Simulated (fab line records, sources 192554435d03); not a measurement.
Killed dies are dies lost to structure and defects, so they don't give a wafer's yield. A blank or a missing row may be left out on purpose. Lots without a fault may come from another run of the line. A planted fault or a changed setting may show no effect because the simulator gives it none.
Split-lot experiment | flow n5_finfet | 7 lots, 21 wafers read, on a route of 1938 steps

THE SPLIT
At N5_BEOL_M12_COAT_04 (resist thk 400 nm), the setting spin_rpm was moved away from the recipe's 1625 rpm on 6 of the 21 wafers read, by -10.3% to +9.9%. The other wafers ran this setting at the recipe's value.

FROM THE SPLIT TO THE READING: what the file shows between them, 7 steps
- N5_BEOL_M12_EXPOSE_07: exposes mask V11 (also split here: dose_mj)
- N5_BEOL_M12_PEB_08: peb time 90 s
- N5_BEOL_M12_DEVELOP_09: develop time 45 s
- N5_BEOL_M12_HARDBAKE_14: time 120 s
- N5_BEOL_M12_CD_MEAS_10: target cd 140 nm
- N5_BEOL_M12_DESCUM_15: chemistry O2, time 7.9 s
- N5_BEOL_M12_ETCH_59: etches BARC in N2/H2, target depth 89 nm, overetch 26.7 nm, time 67.9 s

THE READING
coat_of_BEOL_M12_COAT_04.thk_nm (the simulator's own value, which no gauge read), in nm, at N5_BEOL_M12_VIA_ETCH_16 (etches SiOC in C4F8/O2/Ar, target depth 724.8 nm). The file gives no usual value for it. The 15 wafers here that ran the recipe average 123.5 nm, standard deviation 2.3 nm.

wafer  | tool, chamber at the split | spin_rpm as run, rpm | against the recipe | coat_of_BEOL_M12_COAT_04.thk_nm, nm | against lot-mates on the recipe
L074.1 | litho_track-03, 0          | 1625                 | recipe             | 125.8                               | -
L074.3 | litho_track-03, 0          | 1625                 | recipe             | 122                                 | -
L074.4 | litho_track-03, 0          | 1625                 | recipe             | 123.4                               | -
L079.1 | litho_track-03, 0          | 1625                 | recipe             | 125.6                               | -
L079.3 | litho_track-03, 0          | 1565                 | -3.7%              | 136                                 | +11.2
L079.4 | litho_track-03, 0          | 1625                 | recipe             | 124                                 | -
L078.1 | litho_track-03, 0          | 1751                 | +7.8%              | 108.8                               | -16.2
L078.2 | litho_track-03, 0          | 1625                 | recipe             | 125                                 | -
L078.5 | litho_track-03, 0          | 1751                 | +7.8%              | 107.2                               | -17.8
L084.1 | litho_track-02, 0          | 1625                 | recipe             | 123                                 | -
L084.2 | litho_track-02, 0          | 1786                 | +9.9%              | 105.6                               | -17.4
L084.4 | litho_track-02, 0          | 1786                 | +9.9%              | 102.2                               | -20.8
L085.3 | litho_track-01, 0          | 1625                 | recipe             | 123.8                               | -
L085.4 | litho_track-01, 0          | 1625                 | recipe             | 116.8                               | -
L085.5 | litho_track-01, 0          | 1457                 | -10.3%             | 140.8                               | +20.5
L086.1 | litho_track-03, 0          | 1625                 | recipe             | 125.4                               | -
L086.3 | litho_track-03, 0          | 1625                 | recipe             | 127.2                               | -
L086.5 | litho_track-03, 0          | 1625                 | recipe             | 122.8                               | -
L089.3 | litho_track-02, 0          | 1625                 | recipe             | 124                                 | -
L089.5 | litho_track-02, 0          | 1625                 | recipe             | 122.2                               | -
L089.6 | litho_track-02, 0          | 1625                 | recipe             | 122.2                               | -

THE FIT
A straight line over all 21 wafers: coat_of_BEOL_M12_COAT_04.thk_nm changes by -1.96 nm for each +1% of spin_rpm; r = -0.96; the points scatter about the line by 2.6 nm.
The same after taking each lot's own level away (the mean of its wafers on the recipe; 21 wafers): -2.06 nm for each +1%; r = -0.98; scatter 1.9 nm.
On that fit, the largest move of spin_rpm shifts the reading by 21 nm.
The lots' own levels span 120.30 to 125.13 nm, that is 2.1 times the standard deviation above.
So the lot-to-lot level changes the slope little: the two slopes agree.
Check: with one of the wafers moved furthest among these (-10.3%) left out of the fit, the line predicts +21.9 nm for it against its lot-mates. It came out at +20.5 nm against them.

OTHER SPLITS ON THESE WAFERS
These wafers also went through other splits before the reading. Each is held against what the fit with the lots' levels taken away leaves over:
other split on the same wafers | wafers away from the commonest value | r with coat_of_BEOL_M12_COAT_04.thk_nm (lot level and that fit taken away)
N5_BEOL_M10_COAT_64 spin_rpm   | 10                                   | -0.31
N5_BEOL_M11_COAT_22 spin_rpm   | 6                                    | -0.07
N5_BEOL_M11_EXPOSE_25 dose_mj  | 6                                    | +0.06
N5_BEOL_M12_EXPOSE_07 dose_mj  | 8                                    | -0.23

THE WHOLE CHAIN: every reading that the file lists as answering this split, in the file's order
step                    | what it does                                                            | reading                                                                          | change (the file's fit)              | r (the file's)
N5_BEOL_M12_COAT_04     | resist thk 400 nm                                                       | coat_of_BEOL_M12_COAT_04.thk_nm (the simulator's own value, which no gauge read) | -1.92 nm for each +1% of the setting | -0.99
N5_BEOL_M12_ETCH_59     | etches BARC in N2/H2, target depth 89 nm, overetch 26.7 nm, time 67.9 s | coat_of_BEOL_M12_COAT_04.thk_nm (the simulator's own value, which no gauge read) | -2.03 nm for each +1% of the setting | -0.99
N5_BEOL_M12_VIA_ETCH_16 | etches SiOC in C4F8/O2/Ar, target depth 724.8 nm                        | coat_of_BEOL_M12_COAT_04.thk_nm (the simulator's own value, which no gauge read) | -2.06 nm for each +1% of the setting | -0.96
N5_BEOL_M12_STRIP_63    | strips in N2/H2                                                         | strip_time_to_endpoint_s                                                         | withheld for each +1% of the setting | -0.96

THE FILE'S OWN FIT
coat_of_BEOL_M12_COAT_04.thk_nm changes by -2.06 nm for each +1% of spin_rpm, r = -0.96.
